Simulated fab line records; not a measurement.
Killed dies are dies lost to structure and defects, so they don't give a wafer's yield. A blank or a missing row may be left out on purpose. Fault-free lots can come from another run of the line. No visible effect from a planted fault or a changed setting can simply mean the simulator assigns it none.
Chamber matching | flow n5 finfet | pecvd-03 running N5_BEOL_M5_ILD_DEP_00: 3 sister chambers
The step deposits SiCOH lowk from DEMS/porogen, target thk 140.64 nm, time 25.9 s. 3 wafers are shown with their chamber, then 10 later ones without.

## WAFERS, EACH WITH ITS CHAMBER
wafer  | chamber | throttle valve pct (%)
L082.1 | 1       | 14.8
L089.3 | 0       | 14.6
L089.4 | 2       | 12.9

## WAFERS MISSING THEIR CHAMBER
wafer  | throttle valve pct (%)
L089.6 | 14.8
L090.2 | 14.7
L090.4 | 14.8
L090.6 | 12.7
L091.1 | 14.9
L091.3 | 14.9
L091.6 | 14.6
L096.1 | 14.8
L096.2 | 14.9
L096.3 | 12.9

## WHICH CHAMBER EACH ONE RAN IN
wafer  | from the rows above     | in truth
L089.6 | 1                       | 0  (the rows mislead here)
L090.2 | can't be placed: 0 or 1 | 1
L090.4 | 1                       | 1
L090.6 | 2                       | 2
L091.1 | 1                       | 1
L091.3 | 1                       | 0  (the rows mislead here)
L091.6 | 0                       | 0
L096.1 | 1                       | 1
L096.2 | 1                       | 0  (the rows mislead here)
L096.3 | 2                       | 2
Placed correctly: 6 of 10. Cannot be placed on the basis of these rows: 1; the candidates contain the true chamber in 1. Wrongly placed: 3.
How it was worked out, from the rows above alone: a wafer's distance from a chamber is the root of the sum, over the readings, of the square of ((its reading less the chamber's mean) divided by the reading's scatter). The wafer belongs to the nearest chamber; if the next one is less than 2 further off, it can't be placed. A chamber's mean is the mean of its shown wafers. The scatter: root of mean squared gap, hidden wafer to nearest shown wafer, with one shown wafer a chamber.
